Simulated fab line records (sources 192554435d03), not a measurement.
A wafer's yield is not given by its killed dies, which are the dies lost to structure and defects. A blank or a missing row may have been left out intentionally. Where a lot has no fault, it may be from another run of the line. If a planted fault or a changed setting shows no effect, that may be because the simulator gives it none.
A lot that was struck, set against a sound lot / flow n5 finfet / 25 out of 1938 route steps
Sound: wafers L291.1, L291.5, L291.6. Struck: wafer L297.2. (L297.4 of the same lot was not struck and is left out.) The cause comes at the end.
Order at every step that has rows: each side's tool, ch and its chambers, its first start. Under that, the readings that differ: sound wafers / struck wafers / difference of the means / sigmas: that difference in standard deviations of wafers without a fault.
alike: readings with means less than 2 such deviations apart, plus words and numbers identical on both sides. not compared: withheld readings, readings lacking a value on some wafer, bounds such as >300 that could conceal the same value, and numbers that have no deviation in the record and whose values overlap.
A row with sigmas, a row that says differs or no value, or rows on one side alone: a step with any of these is where the two part. When numbers do not overlap yet have no deviation, they are printed without sigmas and do not part them. A reading missing from all wafers of one side parts the sides only when that side holds two or more wafers.

first, 1 step without rows for these wafers: N5_BEOL_M14_HARDBAKE_32 (time 120 s).
N5_BEOL_M14_CD_MEAS_28 targets a cd of 284.4 nm.
  sound on cd sem-03 ch 0, day 12 12:53; struck on cd sem-03 ch 0, day 13 20:05
  alike: cd nm
N5_BEOL_M14_OVL_MEAS_29:
  sound on overlay-02 ch 0, day 12 12:55; struck on overlay-01 ch 0, day 13 20:07
  alike: M14_OVL
N5_BEOL_M14_INSPECT_30: inspects for defects (macro).
  sound on defect inspect-01, day 12 12:56; struck on defect inspect-02, day 13 20:08
  alike: raw defect count
then, 2 steps without rows for these wafers: N5_BEOL_M14_DESCUM_33 (chemistry O2, time 7.9 s); N5_BEOL_M14_ETCH_67 (etches SiARC in CF4, target depth 143 nm, time 238.3 s).
N5_BEOL_M14_ETCH_68: etches SOC in N2/H2, time 450 s.
  sound on rie diel-05 ch 0,1,3, day 12 13:15; struck on rie diel-05 ch 3, day 13 20:23
  alike: drypump motor current A, oes product au, rf vpp V, showerhead plenum p Torr, throttle valve pct
  not compared: rf hours counter h
then, 1 step without rows for these wafers: N5_BEOL_M14_STRIP_69 (strips in N2/H2).
N5_BEOL_M14_TRENCH_ETCH_34: etches SiO2 in C4F8/O2/Ar, target depth 556.65 nm, time 126.9 s.
  sound on rie diel-05 ch 0,1,3, day 12 13:31; struck on rie diel-05 ch 3, day 13 20:39
  alike: drypump motor current A, oes product au, rf vpp V, showerhead plenum p Torr, throttle valve pct
  not compared: rf hours counter h
then, 1 step without rows for these wafers: N5_BEOL_M14_STRIP_70 (strips in C4F8/O2/Ar).
N5_BEOL_M14_OCD_MEAS_35:
  sound on ocd-01, day 12 13:41; struck on ocd-01, day 13 20:49
  alike: trench depth nm
then, 1 step without rows for these wafers: N5_BEOL_M14_STRIP_37 (strips in O2).
N5_BEOL_M14_ETCH_38: etches SiCN in CF4/N2, target depth 106.5 nm, time 120.6 s.
  sound on rie diel-05 ch 1,2,3, day 12 14:59; struck on rie diel-05 ch 0, day 13 22:46
reading=oes product au (a.u.); sound=0.75 0.71 0.82; struck=0.52; difference=-0.24; sigmas=-3
reading=model.etch.depth nm (nm); sound=95.72 94.26 96.85; struck=48.21; difference=-47.40; sigmas=
reading=model.SiO2_of_BEOL_M14_ILD_DEP_00.thk nm (nm); sound=1059 1075 1094; struck=1097; difference=+21; sigmas=
  alike: drypump motor current A, rf vpp V, showerhead plenum p Torr, throttle valve pct
  not compared: rf hours counter h
then, 2 steps without rows for these wafers: N5_BEOL_M14_PRECLEAN_39 (cleans in residue remover, time 60 s); N5_BEOL_M14_SRD_40 (time 30 s, dry time 30 s).
N5_BEOL_M14_DEGAS_41: time 60 s.
  sound on pvd sputter-02, day 12 15:38; struck on pvd sputter-02, day 13 22:59
  alike: heater power w
then, 1 step without rows for these wafers: N5_BEOL_M14_PRE_CLEAN_42 (time 30 s).
N5_BEOL_M14_SPUTTER_43: material TaN, target thk 15 nm, time 24.19 s.
  sound on pvd sputter-02, day 12 15:43; struck on pvd sputter-02, day 13 23:04
reading=cathode dc power W (W); sound=14994 15001 15001; struck=14993; difference=-6; sigmas=-2
  alike: bias v, throttle valve pct
then, 3 steps without rows for these wafers: N5_BEOL_M14_SPUTTER_44 (material Ta, target thk 15 nm, time 24.19 s); N5_BEOL_M14_SPUTTER_45 (material Cu, target thk 100 nm, time 16.67 s); N5_BEOL_M14_ECD_47 (material Cu, target thk 1248 nm).
N5_BEOL_M14_ANNEAL_48: time 90 s.
  sound on rtp anneal-01 ch 0, day 12 16:11; struck on rtp anneal-01 ch 0, day 13 23:39
  alike: wafer_temp_C_max
N5_BEOL_M14_CMP_49: polishes, stops on SiO2, t overpolish 5.2 s, target thk 560 nm.
  sound on cmp-02 ch 0,1, day 12 16:32; struck on cmp-02 ch 0, day 13 23:56
reading=model.SiO2_of_BEOL_M14_ILD_DEP_00.thk nm (nm); sound=1044 1060 1079; struck=1082; difference=+21; sigmas=
  alike: barrier field endpoint s, motor current A, overpolish run s, time to endpoint s
  not compared: pad life wafers
N5_BEOL_M14_THK_MEAS_50: measures by xrf.
  sound on film metro-02, day 12 16:48; struck on film metro-01, day 14 00:12
  alike: M14_THK
N5_PASSIVATION_PROBE_49:
  sound on prober-02, day 13 18:31; struck on prober-01, day 14 20:53
reading=killed short; sound=32 39 32; struck=51; difference=+17; sigmas=+2
  alike: defect limited yield, killed_at_M0_to_M3, killed_at_M4_up, killed at contacts, killed at front end, killed at other, killed dies, killed open, sort_bin_5_function, sort_bin_6_memory, sort n pass, sort yield pct

## WHERE THEY PART
First at N5_BEOL_M14_ETCH_38; last, within this record, at N5_PASSIVATION_PROBE_49.

WHY: the cause the simulator had injected
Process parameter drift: rie diel-05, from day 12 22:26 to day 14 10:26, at N5_BEOL_M14_ETCH_38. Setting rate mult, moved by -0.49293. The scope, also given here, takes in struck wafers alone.
